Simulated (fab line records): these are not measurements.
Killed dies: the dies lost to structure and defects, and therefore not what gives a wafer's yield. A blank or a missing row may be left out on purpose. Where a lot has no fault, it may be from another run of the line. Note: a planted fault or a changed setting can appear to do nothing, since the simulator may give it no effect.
Which tool was responsible? :: flow n5-finfet :: 24 lots with 72 wafers sampled at 4 steps, on a route of 1938 steps

WHAT THE GAUGES READ, wafer by wafer
N5_BEOL_M13_THK_MEAS_01.
lot: L074
measured: day 10 02:41
on: film-metro-02
M13_ILD_THK (nm): 835 849 834

lot: L075
measured: day 10 07:10
on: film-metro-01
M13_ILD_THK (nm): 836 841 846

lot: L076
measured: day 10 20:04
on: film-metro-02
M13_ILD_THK (nm): 841 836 851

lot: L077
measured: day 10 23:25
on: film-metro-01
M13_ILD_THK (nm): 824 823 843

lot: L078
measured: day 11 06:47
on: film-metro-01
M13_ILD_THK (nm): 834 852 835

lot: L079
measured: day 11 07:38
on: film-metro-02
M13_ILD_THK (nm): 838 831 849

lot: L080
measured: day 11 13:58
on: film-metro-01
M13_ILD_THK (nm): 839 837 858

lot: L081
measured: day 12 06:05
on: film-metro-01
M13_ILD_THK (nm): 852 864 840

lot: L082
measured: day 12 11:38
on: film-metro-02
M13_ILD_THK (nm): 821 842 849

lot: L083
measured: day 12 20:32
on: film-metro-02
M13_ILD_THK (nm): 829 832 853

lot: L084
measured: day 13 03:51
on: film-metro-01
M13_ILD_THK (nm): 845 831 841

lot: L086
measured: day 13 10:43
on: film-metro-02
M13_ILD_THK (nm): 837 833 832

lot: L085
measured: day 13 12:02
on: film-metro-01
M13_ILD_THK (nm): 851 853 842

lot: L087
measured: day 13 22:42
on: film-metro-01
M13_ILD_THK (nm): 829 835 836

lot: L088
measured: day 14 06:32
on: film-metro-02
M13_ILD_THK (nm): 835 825 842

lot: L089
measured: day 14 15:18
on: film-metro-02
M13_ILD_THK (nm): 847 848 863

lot: L090
measured: day 14 15:35
on: film-metro-02
M13_ILD_THK (nm): 839 833 852

lot: L091
measured: day 14 16:31
on: film-metro-02
M13_ILD_THK (nm): 821 841 835

lot: L092
measured: day 14 23:13
on: film-metro-02
M13_ILD_THK (nm): 826 831 843

lot: L093
measured: day 15 03:26
on: film-metro-02
M13_ILD_THK (nm): 829 833 839

lot: L095
measured: day 15 09:17
on: film-metro-02
M13_ILD_THK (nm): 835 839 844

lot: L094
measured: day 15 15:15
on: film-metro-02
M13_ILD_THK (nm): 825 831 838

lot: L096
measured: day 16 09:29
on: film-metro-02
M13_ILD_THK (nm): 831 855 840

lot: L097
measured: day 16 12:39
on: film-metro-02
M13_ILD_THK (nm): 838 846 863

N5_BEOL_M13_CD_MEAS_28: target cd 209.5 nm.
lot: L074
measured: day 10 04:03
on: cd-sem-02
cd-nm (nm): 207.1 208.3 206.9

lot: L075
measured: day 10 08:44
on: cd-sem-03
cd-nm (nm): 209.4 210.0 209.4

lot: L076
measured: day 10 21:26
on: cd-sem-02
cd-nm (nm): 208.9 211.2 208.6

lot: L077
measured: day 11 00:55
on: cd-sem-01
cd-nm (nm): 210.3 210.8 212.1

lot: L078
measured: day 11 08:10
on: cd-sem-03
cd-nm (nm): 210.5 208.8 210.2

lot: L079
measured: day 11 09:02
on: cd-sem-03
cd-nm (nm): 209.7 209.3 209.5

lot: L080
measured: day 11 15:20
on: cd-sem-03
cd-nm (nm): 209.1 209.0 209.0

lot: L081
measured: day 12 07:36
on: cd-sem-02
cd-nm (nm): 205.9 208.0 206.1

lot: L082
measured: day 12 13:01
on: cd-sem-01
cd-nm (nm): 209.0 208.8 209.3

lot: L083
measured: day 12 21:54
on: cd-sem-02
cd-nm (nm): 208.5 208.2 208.1

lot: L084
measured: day 13 05:13
on: cd-sem-02
cd-nm (nm): 209.6 207.3 209.7

lot: L086
measured: day 13 12:05
on: cd-sem-02
cd-nm (nm): 209.3 207.3 209.2

lot: L085
measured: day 13 13:25
on: cd-sem-01
cd-nm (nm): 210.4 210.8 210.4

lot: L087
measured: day 14 00:19
on: cd-sem-02
cd-nm (nm): 208.0 208.1 208.9

lot: L088
measured: day 14 07:55
on: cd-sem-01
cd-nm (nm): 207.8 208.6 207.1

lot: L089
measured: day 14 16:40
on: cd-sem-01
cd-nm (nm): 207.5 208.6 209.2

lot: L090
measured: day 14 17:05
on: cd-sem-03
cd-nm (nm): 208.7 209.4 208.7

lot: L091
measured: day 14 18:06
on: cd-sem-02
cd-nm (nm): 208.8 207.7 208.5

lot: L092
measured: day 15 00:35
on: cd-sem-03
cd-nm (nm): 207.9 208.1 208.7

lot: L093
measured: day 15 04:57
on: cd-sem-02
cd-nm (nm): 209.5 209.6 209.7

lot: L095
measured: day 15 10:40
on: cd-sem-03
cd-nm (nm): 209.5 207.0 209.8

lot: L094
measured: day 15 16:30
on: cd-sem-01
cd-nm (nm): 211.4 211.9 209.6

lot: L096
measured: day 16 10:52
on: cd-sem-03
cd-nm (nm): 210.4 210.8 210.2

lot: L097
measured: day 16 13:54
on: cd-sem-01
cd-nm (nm): 207.3 206.8 208.0

N5_BEOL_M13_INSPECT_30: inspects for defects (macro).
lot: L074
measured: day 10 04:07
on: defect-inspect-01
raw-defect-count: 3 4 5

lot: L075
measured: day 10 08:48
on: defect-inspect-02
raw-defect-count: 2 1 1

lot: L076
measured: day 10 21:30
on: defect-inspect-01
raw-defect-count: 5 6 1

lot: L077
measured: day 11 00:58
on: defect-inspect-02
raw-defect-count: 0 0 3

lot: L078
measured: day 11 08:13
on: defect-inspect-01
raw-defect-count: 1 1 0

lot: L079
measured: day 11 09:06
on: defect-inspect-01
raw-defect-count: 1 0 2

lot: L080
measured: day 11 15:23
on: defect-inspect-02
raw-defect-count: 2 0 3

lot: L081
measured: day 12 07:39
on: defect-inspect-01
raw-defect-count: 2 5 4

lot: L082
measured: day 12 13:04
on: defect-inspect-02
raw-defect-count: 1 0 1

lot: L083
measured: day 12 21:57
on: defect-inspect-01
raw-defect-count: 1 4 0

lot: L084
measured: day 13 05:17
on: defect-inspect-01
raw-defect-count: 1 1 3

lot: L086
measured: day 13 12:08
on: defect-inspect-01
raw-defect-count: 3 1 4

lot: L085
measured: day 13 13:28
on: defect-inspect-01
raw-defect-count: 2 3 2

lot: L087
measured: day 14 00:22
on: defect-inspect-02
raw-defect-count: 4 3 4

lot: L088
measured: day 14 07:58
on: defect-inspect-01
raw-defect-count: 1 4 3

lot: L089
measured: day 14 16:44
on: defect-inspect-01
raw-defect-count: 2 1 1

lot: L090
measured: day 14 17:08
on: defect-inspect-02
raw-defect-count: 1 4 1

lot: L091
measured: day 14 18:09
on: defect-inspect-02
raw-defect-count: 2 1 5

lot: L092
measured: day 15 00:38
on: defect-inspect-01
raw-defect-count: 1 1 3

lot: L093
measured: day 15 05:01
on: defect-inspect-01
raw-defect-count: 5 2 0

lot: L095
measured: day 15 10:43
on: defect-inspect-02
raw-defect-count: 1 2 2

lot: L094
measured: day 15 16:33
on: defect-inspect-02
raw-defect-count: 1 3 1

lot: L096
measured: day 16 10:55
on: defect-inspect-02
raw-defect-count: 5 2 3

lot: L097
measured: day 16 13:58
on: defect-inspect-02
raw-defect-count: 1 3 3

WHICH TOOL RAN EACH LOT (tool, then ch and the chambers of the sampled wafers, then the start)
lot: L074
N5_BEOL_M12_CMP_49: cmp-04 ch 0,2,3, day 10 02:02

lot: L075
N5_BEOL_M12_CMP_49: cmp-02 ch 0,3, day 10 06:32

lot: L076
N5_BEOL_M12_CMP_49: cmp-02 ch 0,2,3, day 10 19:31

lot: L077
N5_BEOL_M12_CMP_49: cmp-01 ch 0,1,2, day 10 22:49

lot: L078
N5_BEOL_M12_CMP_49: cmp-04 ch 0,2, day 11 06:08

lot: L079
N5_BEOL_M12_CMP_49: cmp-04 ch 0,2,3, day 11 07:04

lot: L080
N5_BEOL_M12_CMP_49: cmp-04 ch 0,2,3, day 11 13:19

lot: L081
N5_BEOL_M12_CMP_49: cmp-04 ch 0,1,2, day 12 05:32

lot: L082
N5_BEOL_M12_CMP_49: cmp-04 ch 0,1, day 12 11:00

lot: L083
N5_BEOL_M12_CMP_49: cmp-01 ch 0,1,3, day 12 19:52

lot: L084
N5_BEOL_M12_CMP_49: cmp-01 ch 1,2, day 13 03:13

lot: L086
N5_BEOL_M12_CMP_49: cmp-02 ch 0,1,2, day 13 10:05

lot: L085
N5_BEOL_M12_CMP_49: cmp-01 ch 0,3, day 13 11:19

lot: L087
N5_BEOL_M12_CMP_49: cmp-02 ch 0,1,3, day 13 22:04

lot: L088
N5_BEOL_M12_CMP_49: cmp-04 ch 1,3, day 14 05:54

lot: L089
N5_BEOL_M12_CMP_49: cmp-04 ch 0,1,3, day 14 14:40

lot: L090
N5_BEOL_M12_CMP_49: cmp-01 ch 0,1,3, day 14 14:57

lot: L091
N5_BEOL_M12_CMP_49: cmp-01 ch 0,1,3, day 14 15:53

lot: L092
N5_BEOL_M12_CMP_49: cmp-04 ch 0,2, day 14 22:37

lot: L093
N5_BEOL_M12_CMP_49: cmp-04 ch 2,3, day 15 02:50

lot: L095
N5_BEOL_M12_CMP_49: cmp-04 ch 1,3, day 15 08:41

lot: L094
N5_BEOL_M12_CMP_49: cmp-02 ch 0,1,2, day 15 14:35

lot: L096
N5_BEOL_M12_CMP_49: cmp-01 ch 0,1,2, day 16 08:57

lot: L097
N5_BEOL_M12_CMP_49: cmp-04 ch 0,2,3, day 16 12:05
- N5_BEOL_M12_CMP_49: polishes, stops on SiOC, t overpolish 20.6 s, target thk 320 nm.

WHAT THE TOOLS THEMSELVES READ (means of the sampled wafers that have a number; where no wafer has one, the mark that the record gives instead)
N5_BEOL_M12_CMP_49.
lot: L074
tool: cmp-04
barrier-field-endpoint-s (s): 30.3
clearing-platen-down-force-psi (psi): 1.499
motor-current-A (A): 6.6
overpolish-run-s (s): 20.594

lot: L075
tool: cmp-02
barrier-field-endpoint-s (s): 29.8
clearing-platen-down-force-psi (psi): 1.500
motor-current-A (A): 6.1
overpolish-run-s (s): 20.601

lot: L076
tool: cmp-02
barrier-field-endpoint-s (s): 30.6
clearing-platen-down-force-psi (psi): 1.500
motor-current-A (A): 5.8
overpolish-run-s (s): 20.604

lot: L077
tool: cmp-01
barrier-field-endpoint-s (s): 30.2
clearing-platen-down-force-psi (psi): 1.501
motor-current-A (A): 5.9
overpolish-run-s (s): 20.592

lot: L078
tool: cmp-04
barrier-field-endpoint-s (s): 29.9
clearing-platen-down-force-psi (psi): 1.500
motor-current-A (A): 6.3
overpolish-run-s (s): 20.594

lot: L079
tool: cmp-04
barrier-field-endpoint-s (s): 29.7
clearing-platen-down-force-psi (psi): 1.501
motor-current-A (A): 6.6
overpolish-run-s (s): 20.597

lot: L080
tool: cmp-04
barrier-field-endpoint-s (s): 30.2
clearing-platen-down-force-psi (psi): 1.501
motor-current-A (A): 6.7
overpolish-run-s (s): 20.595

lot: L081
tool: cmp-04
barrier-field-endpoint-s (s): 30.7
clearing-platen-down-force-psi (psi): 1.497
motor-current-A (A): 6.0
overpolish-run-s (s): 20.607

lot: L082
tool: cmp-04
barrier-field-endpoint-s (s): 30.4
clearing-platen-down-force-psi (psi): 1.499
motor-current-A (A): 5.7
overpolish-run-s (s): 20.593

lot: L083
tool: cmp-01
barrier-field-endpoint-s (s): 29.8
clearing-platen-down-force-psi (psi): 1.503
motor-current-A (A): 5.9
overpolish-run-s (s): 20.602

lot: L084
tool: cmp-01
barrier-field-endpoint-s (s): 30.3
clearing-platen-down-force-psi (psi): 1.497
motor-current-A (A): 6.4
overpolish-run-s (s): 20.593

lot: L086
tool: cmp-02
barrier-field-endpoint-s (s): 29.9
clearing-platen-down-force-psi (psi): 1.500
motor-current-A (A): 6.0
overpolish-run-s (s): 20.597

lot: L085
tool: cmp-01
barrier-field-endpoint-s (s): 29.9
clearing-platen-down-force-psi (psi): 1.500
motor-current-A (A): 6.2
overpolish-run-s (s): 20.595

lot: L087
tool: cmp-02
barrier-field-endpoint-s (s): 30.0
clearing-platen-down-force-psi (psi): 1.499
motor-current-A (A): 6.2
overpolish-run-s (s): 20.603

lot: L088
tool: cmp-04
barrier-field-endpoint-s (s): 29.8
clearing-platen-down-force-psi (psi): 1.503
motor-current-A (A): 6.5
overpolish-run-s (s): 20.603

lot: L089
tool: cmp-04
barrier-field-endpoint-s (s): 29.1
clearing-platen-down-force-psi (psi): 1.503
motor-current-A (A): 5.8
overpolish-run-s (s): 20.594

lot: L090
tool: cmp-01
barrier-field-endpoint-s (s): 30.6
clearing-platen-down-force-psi (psi): 1.498
motor-current-A (A): 6.1
overpolish-run-s (s): 20.600

lot: L091
tool: cmp-01
barrier-field-endpoint-s (s): 29.5
clearing-platen-down-force-psi (psi): 1.499
motor-current-A (A): 6.1
overpolish-run-s (s): 20.598

lot: L092
tool: cmp-04
barrier-field-endpoint-s (s): 31.3
clearing-platen-down-force-psi (psi): 1.502
motor-current-A (A): 6.7
overpolish-run-s (s): 20.600

lot: L093
tool: cmp-04
barrier-field-endpoint-s (s): 29.7
clearing-platen-down-force-psi (psi): 1.499
motor-current-A (A): 6.9
overpolish-run-s (s): 20.604

lot: L095
tool: cmp-04
barrier-field-endpoint-s (s): 30.5
clearing-platen-down-force-psi (psi): 1.501
motor-current-A (A): 5.8
overpolish-run-s (s): 20.600

lot: L094
tool: cmp-02
barrier-field-endpoint-s (s): 29.4
clearing-platen-down-force-psi (psi): 1.499
motor-current-A (A): 5.9
overpolish-run-s (s): 20.597

lot: L096
tool: cmp-01
barrier-field-endpoint-s (s): 30.3
clearing-platen-down-force-psi (psi): 1.497
motor-current-A (A): 6.0
overpolish-run-s (s): 20.595

lot: L097
tool: cmp-04
barrier-field-endpoint-s (s): 29.8
clearing-platen-down-force-psi (psi): 1.500
motor-current-A (A): 6.7
overpolish-run-s (s): 20.609

THE ANSWER, worked out from the rows above alone
Rule: the usual values come from the lots themselves. The widest of any qualifying gaps counts: lots, ordered by their means at a reading, are off when they make up no more than a third of the lots, leave a main group of 4 or more, and stand apart from it by 3 or more times the standard deviation of that group's means. If all means in a main group match to the digits the tables above print for the reading, that group is not used. Also off: a lot with no number at a reading for which 4 or more lots have one. All remaining lots with rows at the step are treated as sound. Order of review: gauges by route order, followed by the tools' own readings, for which a lot's mean as printed above is used. The first step at which some lot is off is used, and at that step the reading that is off furthest; a lot without a number counts as furthest.
No lot is off on any of the readings shown, so nothing can be concluded from this.

WHAT THE SIMULATOR HAD INSERTED
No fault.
